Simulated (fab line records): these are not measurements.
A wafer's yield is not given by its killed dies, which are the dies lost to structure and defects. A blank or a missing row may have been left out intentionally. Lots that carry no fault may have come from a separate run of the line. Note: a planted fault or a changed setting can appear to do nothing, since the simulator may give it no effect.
Chamber matching -- flow nand harc -- NHARC_A_WL_FILL_ALD_19 on ald metal-03: 4 sister chambers
The step deposits TiN, target thk 2 nm, pulse time 3 s, ald cycles 100. 4 wafers are shown with their chamber, then 9 later ones without.

== WAFERS, EACH WITH ITS CHAMBER ==
wafer,chamber,heater power w (W)
L083.6,0,1054
L086.3,1,900
L086.5,2,1293
L086.6,3,1121

== WAFERS WITHOUT THEIR CHAMBER ==
wafer,heater power w (W)
L092.1,1303
L092.3,1109
L092.4,953
L097.1,1267
L097.2,1076
L097.5,1295
L096.1,1081
L096.5,964
L096.6,1286

== WHICH CHAMBER EACH WENT THROUGH ==
wafer,from the rows above,in truth
L092.1,2,2
L092.3,can't be placed: 3 or 0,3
L092.4,can't be placed: 1 or 0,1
L097.1,2,2
L097.2,can't be placed: 0 or 3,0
L097.5,2,2
L096.1,can't be placed: 0 or 3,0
L096.5,can't be placed: 1 or 0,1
L096.6,2,2
4 of 9 placed correctly. Not placeable from these rows: 5 (in 5, the candidates include the true chamber). Wrongly placed: 0.
How it was worked out, from the rows above alone: a wafer's distance from a chamber is the root of the sum, over the readings, of the square of ((its reading less the chamber's mean) divided by the reading's scatter). The wafer belongs to the nearest chamber; if the next one is less than 2 further off, it can't be placed. The mean given for a chamber averages the wafers shown for that chamber. The scatter (one wafer shown for each chamber): square how far every hidden wafer sits from the nearest shown wafer, average those squares and take the square root.
